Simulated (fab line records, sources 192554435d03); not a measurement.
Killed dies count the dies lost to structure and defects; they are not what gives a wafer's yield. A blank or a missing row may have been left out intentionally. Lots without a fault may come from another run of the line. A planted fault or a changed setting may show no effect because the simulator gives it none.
fab line records ; flow n5-finfet
record lots=4; wafers=12; last-day=18
route steps=1938 shown BEOL_M2@911 BEOL_M3@931 BEOL_M4@1111 PASSIVATION@1936
lots with no fault: from the same line, run without faults
start-h: hours from the record's opening day to when the first of the lot's shown wafers began ; wait-h: hours since the lot's step before ; " as in the row above ; L1.1+2: a single row standing in for several wafers ; - no value, or no start was given ; * or withheld: withheld ; < > ~ a bound
route shown NAME@n: names a module that has steps shown in the file, with the first one's number in the route ; usual: average and standard deviation across the fault-free wafers ; same: alike in all rows ; chamber/n: place in a boat ; sites: readings site by site ; _std_site: the standard deviation of these ; _edge_site: outer sites' mean less inner sites' ; radius-mm: for every site, how far away it sits from the centre of the wafer ; mask NAME#n: copy n ; behind: tool/chamber where the wafer was last shaped ; hold: cause of the lot's hold/its duration in hours/its outcome ; device: whichever transistor did not switch (one of n, p or np) ; end of line: at the end of the route, the tests of the same wafers ; for a step that has no rows: nothing shown but its recipe ; killed: count of dies lost to structure and defects at first sort (not the wafer's yield) ; map: a wafer's dies, x killed, . not, _ none there
set.NAME: setting as actually run; set.NAME@STEP: the setting as run at that earlier step ; model.NAME: the simulator's own value behind a step, which no gauge read
a table for each step, a row for each wafer; lots at some steps of the route
services: a tool's chamber out of use, with start hour (start-h, from the record's first day; less than 0 if before it), hours out, and reason
## steps
# step N5_BEOL_M2_ANNEAL_87
# recipe temp-c=400; time-s=240; ambient=vacuum
# step N5_BEOL_M2_SPUTTER_88
# recipe material=Cu; target-thk-a=45; temp-c=-20; chamber-pressure-pa=0.07; power-w=withheld; time-s=8.29
# step N5_BEOL_M2_ANNEAL_89
# recipe temp-c=400; time-s=240; ambient=vacuum
# step N5_BEOL_M2_SPUTTER_90
# recipe material=Cu; target-thk-a=45; temp-c=-20; chamber-pressure-pa=0.07; power-w=withheld; time-s=8.29
# step N5_BEOL_M2_ANNEAL_91
# recipe temp-c=400; time-s=240; ambient=vacuum
# step N5_BEOL_M2_SPUTTER_92
# recipe material=Cu; target-thk-a=45; temp-c=-20; chamber-pressure-pa=0.07; power-w=withheld; time-s=8.29
# step N5_BEOL_M2_ANNEAL_93
# recipe temp-c=400; time-s=240; ambient=vacuum
# step N5_BEOL_M2_SPUTTER_94
# recipe material=Cu; target-thk-a=45; temp-c=-20; chamber-pressure-pa=0.07; power-w=withheld; time-s=8.29
# step N5_BEOL_M2_ANNEAL_95
# recipe temp-c=400; time-s=240; ambient=vacuum
# step N5_BEOL_M2_SPUTTER_96
# recipe material=Cu; target-thk-a=45; temp-c=-20; chamber-pressure-pa=0.07; power-w=withheld; time-s=8.29
# step N5_BEOL_M2_ECD_50
# recipe material=Cu; target-thk-a=3000
# step N5_BEOL_M2_ANNEAL_51
# recipe temp-c=225; time-s=90; ambient=N2
# step N5_BEOL_M2_CMP_52
# recipe stop-on=SiOC; t-overpolish-s=6.8; down-force-psi=1; platen-rpm=50; clearing-platen-down-force-psi=1.5; clearing-platen-rpm=50; post-cmp-clean=cu-alkaline; target-thk-nm=40; clearing-platen-pad-velocity-m-s=0.99484; pad-velocity-m-s=0.99484
# usual barrier-field-endpoint-s=24.8/0.71; motor-current-A=5.9/0.43; overpolish-run-s=6.802/0.0092; time-to-endpoint-s=64/4.3
lot.wafer;tool;chamber;start-h;wait-h;barrier-field-endpoint-s;motor-current-A;overpolish-run-s;time-to-endpoint-s
L179.3;cmp-01;1;162.24;0.2;24.5;5.2;6.789;62
L179.4;cmp-01;3;162.24;0.2;24.3;5.5;6.798;59
L179.2;cmp-01;0;162.24;0.2;25.5;5.5;6.808;67
L182.4;cmp-01;0;185.87;0.2;41.1;5.1;0.040;81
L182.3;cmp-01;2;185.87;0.2;24.0;5.7;6.819;65
L182.6;cmp-01;3;185.87;0.2;24.1;5.6;6.808;63
L187.1;cmp-01;1;212.00;0.3;41.1;5.2;0.041;82
L187.4;cmp-01;3;212.00;0.3;41.1;5.5;0.044;84
L187.6;cmp-01;1;212.00;0.3;24.1;5.4;6.794;66
L197.3;cmp-04;2;293.21;0.2;23.7;6.3;6.793;62
L197.2;cmp-04;1;293.21;0.2;24.3;5.7;6.816;65
L197.6;cmp-04;3;293.21;0.2;24.0;5.8;6.805;66
# step N5_BEOL_M2_THK_MEAS_53
# recipe thk-meas-gauge=xrf; reads=Cu_of_BEOL_M2_ECD_50
# usual M2_THK=40.6/1.7
lot.wafer;tool;chamber;start-h;wait-h;M2_THK[nm]
L179.2;film-metro-02;-;162.53;-;40.5
L179.3;film-metro-02;-;162.53;-;39.8
L179.4;film-metro-02;-;162.53;-;39.7
L182.3;film-metro-02;-;186.12;-;41.1
L182.4;film-metro-02;-;186.12;-;154.3
L182.6;film-metro-02;-;186.12;-;39.5
L187.1;film-metro-02;-;212.30;-;153.7
L187.4;film-metro-02;-;212.30;-;152.3
L187.6;film-metro-02;-;212.30;-;40.9
L197.2;film-metro-01;-;293.51;-;39.1
L197.3;film-metro-01;-;293.51;-;40.8
L197.6;film-metro-01;-;293.51;-;38.6
# step N5_BEOL_M2_PRE_CLEAN_60
# recipe gas=NH3/H2; time-s=15; temp-c=*; rf-power-w=300
# step N5_BEOL_M2_CO_CAP_55
# recipe material=Co; target-thk-a=20; temp-c=200; precursor=CCTBA/H2; pressure-torr=30; time-s=102.1
# step N5_BEOL_M2_PRE_CLEAN_56
# recipe gas=NH3; time-s=15; temp-c=withheld; rf-power-w=300
# step N5_BEOL_M2_DEP_57
# recipe material=SiCN; target-thk-a=80; temp-c=withheld; precursor=3MS/NH3; pressure-torr=3; rf-w=202; time-s=14
# step N5_BEOL_M2_INSPECT_59
# recipe inspect-instrument=darkfield; mode=post-dep
# usual raw-defect-count=69/22
lot.wafer;tool;chamber;start-h;wait-h;raw-defect-count
L179.2;defect-inspect-02;-;162.82;0.0;60
L179.3;defect-inspect-02;-;162.82;0.0;68
L179.4;defect-inspect-02;-;162.82;0.0;92
L182.3;defect-inspect-02;-;186.41;0.0;78
L182.4;defect-inspect-02;-;186.41;0.0;5825
L182.6;defect-inspect-02;-;186.41;0.0;90
L187.1;defect-inspect-01;-;212.61;0.0;5931
L187.4;defect-inspect-01;-;212.61;0.0;5757
L187.6;defect-inspect-01;-;212.61;0.0;55
L197.2;defect-inspect-02;-;293.79;0.0;142
L197.3;defect-inspect-02;-;293.79;0.0;126
L197.6;defect-inspect-02;-;293.79;0.0;132
# step N5_BEOL_M3_ILD_DEP_00
# recipe material=SiOC; target-thk-a=790; temp-c=350; precursor=DEMS/O2; pressure-torr=5; rf-w=500; time-s=15.3
# step N5_BEOL_M3_PECVD_72
# recipe material=SiO2; target-thk-a=160; temp-c=400; precursor=TEOS/O2; pressure-torr=5.5; rf-w=450; teos-flow-sccm=53.8; gas=O2; flow-sccm=3000; time-s=18
# step N5_BEOL_M3_HM_DEP_02
# recipe material=TiN; target-thk-a=200; temp-c=25; chamber-pressure-pa=0.49996
# step N5_BEOL_M3_COAT_61
# recipe resist=SOC; temp-c=250; time-s=60; spin-rpm=1500; resist-thk-nm=60
# step N5_BEOL_M3_COAT_62
# recipe resist=SiARC; temp-c=220; time-s=60; spin-rpm=1500; resist-thk-nm=12
# step N5_BEOL_M3_COAT_73
# recipe resist=underlayer; temp-c=205; time-s=60; spin-rpm=1500; resist-thk-nm=5
# step N5_BEOL_M3_COAT_05
# recipe resist=CAR-EUV; spin-rpm=1500; resist-thk-nm=30
# step N5_BEOL_M3_EBR_07
# recipe solvent=PGMEA; ebr-width-mm=1.5
# step N5_BEOL_M3_SOFTBAKE_06
# recipe temp-c=110; time-s=60; resist=CAR-EUV
# step N5_BEOL_M3_EXPOSE_08
# recipe mask-id=M3; na=0.33; source-shape=dipole; sigma-inner=0.369; sigma-outer=0.767; polarization=unpolarized; dose-mj=33
# step N5_BEOL_M3_PEB_09
# recipe peb-temp-c=100; peb-time-s=60; resist=CAR-EUV
# step N5_BEOL_M3_DEVELOP_10
# recipe develop-time-s=30; developer=TMAH; resist=CAR-EUV; rinse-liquid=surfactant-rinse; dry=air-spin; dev-temp-c=23
# step N5_BEOL_M3_DESCUM_16
# recipe chemistry=O2; time-s=7; source-power-w=50; bias-power-w=20; pressure-mtorr=20; rf-frequency-hz=2.712e+07; temp-c=40; resist=CAR-EUV; o2-flow-sccm=225
# step N5_BEOL_M3_ETCH_74
# recipe chemistry=N2/H2; target=underlayer; target-depth-a=65; mask-material=CAR-EUV; time-s=5.2; ion-energy-ev=200; pressure-mtorr=30; source-w=840; bias-w=150; n2-flow-sccm=200; h2-flow-sccm=200; ends=cleared
# step N5_BEOL_M3_ETCH_63
# recipe chemistry=CF4; target=SiARC; target-depth-a=156; mask-material=CAR-EUV; time-s=26; ion-energy-ev=80; pressure-mtorr=40; source-w=545; bias-w=36; Ar_flow_sccm=100; cf4-flow-sccm=100; ends=cleared
# step N5_BEOL_M3_ETCH_64
# recipe chemistry=N2/H2; target=SOC; target-depth-a=750; overetch-a=150; mask-material=SiARC; temp-c=40; time-s=112.5; ion-energy-ev=200; pressure-mtorr=30; source-w=840; bias-w=150; n2-flow-sccm=200; h2-flow-sccm=200
# step N5_BEOL_M3_STRIP_65
# recipe chemistry=N2/H2; temp-c=40; n2-flow-sccm=200; h2-flow-sccm=200; rf-frequency-hz=6e+07
# step N5_BEOL_M3_STRIP_75
# recipe chemistry=N2/H2; temp-c=40; n2-flow-sccm=200; h2-flow-sccm=200; rf-frequency-hz=6e+07
# step N5_BEOL_M4_RC_MEAS_101
# usual DIBL_N=36.0/2.5; DIBL_P=36.7/3; IOFF_N=0.16/0.043; IOFF_P=0.21/0.049; ION_N=673/15; ION_P=461/9.8; SS_N=71.5/0.83; SS_P=73.4/0.83; VT_N=250/4; VT_P=-251/4
lot.wafer;tool;chamber;start-h;wait-h;DIBL_N[mV/V];DIBL_P[mV/V];IOFF_N[nA/um];IOFF_P[nA/um];ION_N[uA/um];ION_P[uA/um];SS_N[mV/dec];SS_P[mV/dec];VT_N[mV];VT_P[mV]
L179.2;prober-01;0;187.02;0.2;36.6;39.1;0.19;0.27;695;485;73.0;73.5;244;-246
L179.3;prober-01;0;187.02;0.2;36.0;37.3;0.18;0.23;680;470;71.8;73.0;248;-248
L179.4;prober-01;0;187.02;0.2;34.8;33.7;0.13;0.17;652;455;72.1;72.7;254;-251
L182.3;prober-02;0;212.98;0.3;38.1;41.8;0.25;0.28;696;470;74.1;74.6;245;-246
L182.6;prober-02;0;212.98;0.3;32.6;35.3;0.13;0.17;658;446;71.2;72.8;252;-254
L187.6;prober-02;0;237.87;0.8;36.0;34.2;0.14;0.22;673;465;71.1;73.1;250;-248
L197.2;prober-01;0;320.03;0.2;37.2;38.7;0.19;0.22;670;452;71.5;73.9;247;-249
L197.3;prober-01;0;320.03;0.2;37.1;39.0;0.17;0.23;663;457;71.8;73.9;249;-250
L197.6;prober-01;0;320.03;0.2;36.9;38.0;0.17;0.22;688;467;71.7;73.6;249;-250
# step N5_PASSIVATION_PROBE_49
# usual defect-limited-yield=91.1/1.5; killed_at_M0_to_M3=37/11; killed_at_M4_up=13/5.6; killed-at-contacts=12/5.6; killed-at-front-end=39/11; killed-at-other=4/3.1; killed-dies=105/18; killed-on-rim=14/3.8; killed-open=69/13; killed-short=35/7.4; sort_bin_5_function=5.1/0.92; sort_bin_6_memory=3.4/0.76; sort-n-pass=1075/18; sort-yield-pct=91.1/1.5
# same gross-dies=1180; killed-at-back-side=0; sort_bin_4_leakage[%]=0; sort_bin_8_speed[%]=0
lot.wafer;tool;chamber;start-h;wait-h;defect-limited-yield[%];killed_at_M0_to_M3;killed_at_M4_up;killed-at-contacts;killed-at-front-end;killed-at-other;killed-dies;killed-on-rim;killed-open;killed-short;sort_bin_5_function[%];sort_bin_6_memory[%];sort-n-pass;sort-yield-pct[%]
L179.2;prober-02;-;290.63;0.1;93.0;40;5;13;20;5;83;13;52;31;4.2;2.6;1097;93.0
L179.3;prober-02;-;290.68;0.1;88.7;53;18;16;41;5;133;15;82;49;6.7;4.1;1047;88.7
L179.4;prober-02;-;290.73;0.2;92.0;39;8;11;33;3;94;13;51;34;4.3;2.5;1086;92.0
L182.3;prober-02;-;310.39;0.1;90.3;29;9;7;66;4;115;13;78;36;5.5;3.8;1065;90.3
L182.4;prober-02;-;310.44;0.2;0;1095;17;14;54;0;1180;152;79;34;5.0;4.1;0;0
L182.6;prober-02;-;310.54;0.3;90.4;23;20;13;54;3;113;16;77;33;5.8;3.5;1067;90.4
L187.1;prober-01;-;344.19;0.0;0;1133;6;3;24;14;1180;152;44;32;3.8;2.5;0;0
L187.4;prober-01;-;344.34;0.2;0;1133;3;14;25;5;1180;152;55;24;3.5;3.2;0;0
L187.6;prober-01;-;344.44;0.3;94.2;28;8;4;26;3;69;10;43;24;3.6;2.1;1111;94.2
L197.2;prober-02;-;422.72;0.1;91.4;33;21;4;40;3;101;14;54;46;5.0;3.1;1079;91.4
L197.3;prober-02;-;422.77;0.1;88.9;53;11;17;45;5;131;15;86;45;5.9;4.7;1049;88.9
L197.6;prober-02;-;422.92;0.3;89.1;42;17;5;64;1;129;15;84;45;6.3;4.4;1051;89.1
# killed by level:class
L179.2 MOL_CONTACT_COAG:geometric-particle:open=11 BEOL_M0_SAQP:geometric-particle:open=7 BEOL_M1:geometric-particle:open=6 BEOL_M0_SAQP:geometric-particle:short=6 BEOL_M2:geometric-particle:open=5 BEOL_M3:geometric-particle:open=4 FIN_SAQP:geometric-particle:open=3 ILD0:geometric-particle:short=3
L179.3 BEOL_M0_SAQP:geometric-particle:short=15 MOL_CONTACT_COAG:geometric-particle:open=13 BEOL_M0_SAQP:geometric-particle:open=13 BEOL_M4:geometric-particle:open=12 FIN_SAQP:geometric-particle:open=9 BEOL_M1:geometric-particle:open=9 FIN_SAQP:geometric-particle:short=7 BEOL_M1:geometric-particle:short=7
L179.4 BEOL_M0_SAQP:geometric-particle:short=12 MOL_CONTACT_COAG:geometric-particle:open=9 HKMG_FIN:area-etch=9 BEOL_M1:geometric-particle:open=8 ILD0:geometric-particle:short=6 BEOL_M0_SAQP:geometric-particle:open=6 BEOL_M4:geometric-particle:open=6 FIN_SAQP:geometric-particle:open=4
L182.3 STI_FIN_REVEAL:geometric-particle:open=18 FIN_SAQP:geometric-particle:short=13 FIN_SAQP:geometric-particle:open=12 BEOL_M3:geometric-particle:open=9 MOL_CONTACT_COAG:geometric-particle:open=7 BEOL_M0_SAQP:geometric-particle:short=6 STARTING-WAFER:geometric-particle:open=6 DUMMY_GATE:geometric-particle:open=5
L182.4 BEOL_M2:area-cmp=1065 MOL_CONTACT_COAG:geometric-particle:open=14 STI_FIN_REVEAL:geometric-particle:open=10 BEOL_M3:geometric-particle:open=10 BEOL_M4:geometric-particle:open=10 FIN_SAQP:geometric-particle:open=7 FIN_SAQP:geometric-particle:short=7 BEOL_M0_SAQP:geometric-particle:short=6
L182.6 BEOL_M4:geometric-particle:open=14 MOL_CONTACT_COAG:geometric-particle:open=10 FIN_SAQP:geometric-particle:open=9 STI_FIN_REVEAL:geometric-particle:open=8 FIN_SAQP:geometric-particle:short=7 ILD0:geometric-particle:open=6 ILD0:geometric-particle:short=6 BEOL_M3:geometric-particle:open=6
L187.1 BEOL_M2:area-cmp=1103 BEOL_M2:geometric-particle:open=14 PASS1_CAP:geometric-particle:short=8 GATE_CUT:geometric-particle:short=5 BEOL_M3:geometric-particle:open=5 GATE_CUT:geometric-particle:open=4 BEOL_M0_SAQP:geometric-particle:open=4 ILD0:geometric-particle:short=3
L187.4 BEOL_M2:area-cmp=1099 MOL_CONTACT_COAG:geometric-particle:open=11 BEOL_M2:geometric-particle:open=11 BEOL_M1:geometric-particle:open=7 DUMMY_GATE:geometric-particle:open=6 BEOL_M0_SAQP:geometric-particle:short=5 FIN_SAQP:geometric-particle:short=4 GATE_CUT:geometric-particle:short=4
L187.6 BEOL_M0_SAQP:geometric-particle:open=6 BEOL_M2:geometric-particle:open=6 STARTING-WAFER:geometric-particle:short=5 ILD0:geometric-particle:short=4 GATE_CUT:geometric-particle:short=4 MOL_CONTACT_COAG:geometric-particle:open=4 BEOL_M0_SAQP:geometric-particle:short=4 BEOL_M0:geometric-particle:open=4
L197.2 FIN_SAQP:geometric-particle:short=11 BEOL_M0_SAQP:geometric-particle:short=9 BEOL_M5:geometric-particle:open=8 BEOL_M0_SAQP:geometric-particle:open=7 GATE_CUT:geometric-particle:short=6 FIN_SAQP:geometric-particle:open=4 BEOL_M1:geometric-particle:open=4 BEOL_M6:geometric-particle:open=4
L197.3 BEOL_M0_SAQP:geometric-particle:open=15 MOL_CONTACT_COAG:geometric-particle:open=13 BEOL_M2:geometric-particle:open=12 BEOL_M0_SAQP:geometric-particle:short=11 STI_FIN_REVEAL:geometric-particle:open=9 GATE_CUT:geometric-particle:short=8 FIN_SAQP:geometric-particle:open=7 DUMMY_GATE:geometric-particle:open=5
L197.6 STI_FIN_REVEAL:geometric-particle:open=21 BEOL_M1:geometric-particle:open=12 FIN_SAQP:geometric-particle:short=9 BEOL_M4:geometric-particle:open=9 BEOL_M0_SAQP:geometric-particle:short=8 DUMMY_GATE:geometric-particle:open=7 FIN_SAQP:geometric-particle:open=6 BEOL_M2:geometric-particle:short=6
# map L182.4 (x killed, . not)
_________________xxxxxxxxxxxx________________
______________xxxxxxxxxxxxxxxxxx_____________
___________xxxxxxxxxxxxxxxxxxxxxxxx__________
__________xxxxxxxxxxxxxxxxxxxxxxxxxx_________
________xxxxxxxxxxxxxxxxxxxxxxxxxxxxxx_______
_______xxxxxxxxxxxxxxxxxxxxxxxxxxxxxxxx______
______xxxxxxxxxxxxxxxxxxxxxxxxxxxxxxxxxx_____
_____xxxxxxxxxxxxxxxxxxxxxxxxxxxxxxxxxxxx____
____xxxxxxxxxxxxxxxxxxxxxxxxxxxxxxxxxxxxxx___
___xxxxxxxxxxxxxxxxxxxxxxxxxxxxxxxxxxxxxxxx__
___xxxxxxxxxxxxxxxxxxxxxxxxxxxxxxxxxxxxxxxx__
__xxxxxxxxxxxxxxxxxxxxxxxxxxxxxxxxxxxxxxxxxx_
__xxxxxxxxxxxxxxxxxxxxxxxxxxxxxxxxxxxxxxxxxx_
_xxxxxxxxxxxxxxxxxxxxxxxxxxxxxxxxxxxxxxxxxxxx
_xxxxxxxxxxxxxxxxxxxxxxxxxxxxxxxxxxxxxxxxxxxx
_xxxxxxxxxxxxxxxxxxxxxxxxxxxxxxxxxxxxxxxxxxxx
_xxxxxxxxxxxxxxxxxxxxxxxxxxxxxxxxxxxxxxxxxxxx
_xxxxxxxxxxxxxxxxxxxxxxxxxxxxxxxxxxxxxxxxxxxx
_xxxxxxxxxxxxxxxxxxxxxxxxxxxxxxxxxxxxxxxxxxxx
_xxxxxxxxxxxxxxxxxxxxxxxxxxxxxxxxxxxxxxxxxxxx
_xxxxxxxxxxxxxxxxxxxxxxxxxxxxxxxxxxxxxxxxxxxx
__xxxxxxxxxxxxxxxxxxxxxxxxxxxxxxxxxxxxxxxxxx_
__xxxxxxxxxxxxxxxxxxxxxxxxxxxxxxxxxxxxxxxxxx_
___xxxxxxxxxxxxxxxxxxxxxxxxxxxxxxxxxxxxxxxx__
___xxxxxxxxxxxxxxxxxxxxxxxxxxxxxxxxxxxxxxxx__
____xxxxxxxxxxxxxxxxxxxxxxxxxxxxxxxxxxxxxx___
_____xxxxxxxxxxxxxxxxxxxxxxxxxxxxxxxxxxxx____
______xxxxxxxxxxxxxxxxxxxxxxxxxxxxxxxxxx_____
_______xxxxxxxxxxxxxxxxxxxxxxxxxxxxxxxx______
________xxxxxxxxxxxxxxxxxxxxxxxxxxxxxx_______
__________xxxxxxxxxxxxxxxxxxxxxxxxxx_________
___________xxxxxxxxxxxxxxxxxxxxxxxx__________
______________xxxxxxxxxxxxxxxxxx_____________
_________________xxxxxxxxxxxx________________
# map L187.1 (x killed, . not)
_________________xxxxxxxxxxxx________________
______________xxxxxxxxxxxxxxxxxx_____________
___________xxxxxxxxxxxxxxxxxxxxxxxx__________
__________xxxxxxxxxxxxxxxxxxxxxxxxxx_________
________xxxxxxxxxxxxxxxxxxxxxxxxxxxxxx_______
_______xxxxxxxxxxxxxxxxxxxxxxxxxxxxxxxx______
______xxxxxxxxxxxxxxxxxxxxxxxxxxxxxxxxxx_____
_____xxxxxxxxxxxxxxxxxxxxxxxxxxxxxxxxxxxx____
____xxxxxxxxxxxxxxxxxxxxxxxxxxxxxxxxxxxxxx___
___xxxxxxxxxxxxxxxxxxxxxxxxxxxxxxxxxxxxxxxx__
___xxxxxxxxxxxxxxxxxxxxxxxxxxxxxxxxxxxxxxxx__
__xxxxxxxxxxxxxxxxxxxxxxxxxxxxxxxxxxxxxxxxxx_
__xxxxxxxxxxxxxxxxxxxxxxxxxxxxxxxxxxxxxxxxxx_
_xxxxxxxxxxxxxxxxxxxxxxxxxxxxxxxxxxxxxxxxxxxx
_xxxxxxxxxxxxxxxxxxxxxxxxxxxxxxxxxxxxxxxxxxxx
_xxxxxxxxxxxxxxxxxxxxxxxxxxxxxxxxxxxxxxxxxxxx
_xxxxxxxxxxxxxxxxxxxxxxxxxxxxxxxxxxxxxxxxxxxx
_xxxxxxxxxxxxxxxxxxxxxxxxxxxxxxxxxxxxxxxxxxxx
_xxxxxxxxxxxxxxxxxxxxxxxxxxxxxxxxxxxxxxxxxxxx
_xxxxxxxxxxxxxxxxxxxxxxxxxxxxxxxxxxxxxxxxxxxx
_xxxxxxxxxxxxxxxxxxxxxxxxxxxxxxxxxxxxxxxxxxxx
__xxxxxxxxxxxxxxxxxxxxxxxxxxxxxxxxxxxxxxxxxx_
__xxxxxxxxxxxxxxxxxxxxxxxxxxxxxxxxxxxxxxxxxx_
___xxxxxxxxxxxxxxxxxxxxxxxxxxxxxxxxxxxxxxxx__
___xxxxxxxxxxxxxxxxxxxxxxxxxxxxxxxxxxxxxxxx__
____xxxxxxxxxxxxxxxxxxxxxxxxxxxxxxxxxxxxxx___
_____xxxxxxxxxxxxxxxxxxxxxxxxxxxxxxxxxxxx____
______xxxxxxxxxxxxxxxxxxxxxxxxxxxxxxxxxx_____
_______xxxxxxxxxxxxxxxxxxxxxxxxxxxxxxxx______
________xxxxxxxxxxxxxxxxxxxxxxxxxxxxxx_______
__________xxxxxxxxxxxxxxxxxxxxxxxxxx_________
___________xxxxxxxxxxxxxxxxxxxxxxxx__________
______________xxxxxxxxxxxxxxxxxx_____________
_________________xxxxxxxxxxxx________________
## services
tool;chamber;start-h;hours;kind
cmp-01;-;199.59;4.0;pm
cmp-01;-;203.59;-;consumable-replace:conditioner
cmp-01;-;203.59;-;consumable-replace:pad
cmp-04;-;226.17;0.8;repair
cmp-04;-;247.55;1.4;repair
cmp-01;-;252.12;1.1;repair
cmp-04;-;277.06;6.8;pm
cmp-01;-;288.05;0.5;repair
## key
first-sign step=N5_BEOL_M2_CMP_52; reading=overpolish-run-s; direction=down; sigmas=99+; usual=6.802; struck=0.042
effect step=N5_BEOL_M2_CMP_52; reading=barrier-field-endpoint-s; direction=up; sigmas=23; usual=24.8; struck=41.1
effect step=N5_BEOL_M2_THK_MEAS_53; reading=M2_THK; direction=up; sigmas=66; usual=40.6; struck=153.4
effect step=N5_BEOL_M2_INSPECT_59; reading=raw-defect-count; direction=up; sigmas=99+; usual=69; struck=5838
effect step=N5_PASSIVATION_PROBE_49; reading=killed_at_M0_to_M3; direction=up; sigmas=99; usual=37; struck=1120
more-kills-born-at N5_BEOL_M2_CMP_52@cmp-01=3267
met-at N5_BEOL_M2_CMP_52
struck-wafers L182.4,L187.1,L187.4
later-rows-left-out L182.4,L187.1,L187.4
onset-between 162.24 185.87
fault kind=process-parameter-drift; tool=cmp-01; chamber=-; onset-h=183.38; steps=N5_BEOL_M2_CMP_52; channel=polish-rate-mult; offset=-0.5; shape=step; end-h=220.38; scope=struck-wafers-only
# later-rows-left-out: the simulator's readings of these wafers behind a module that went badly wrong aren't trusted and aren't shown, but for the sort
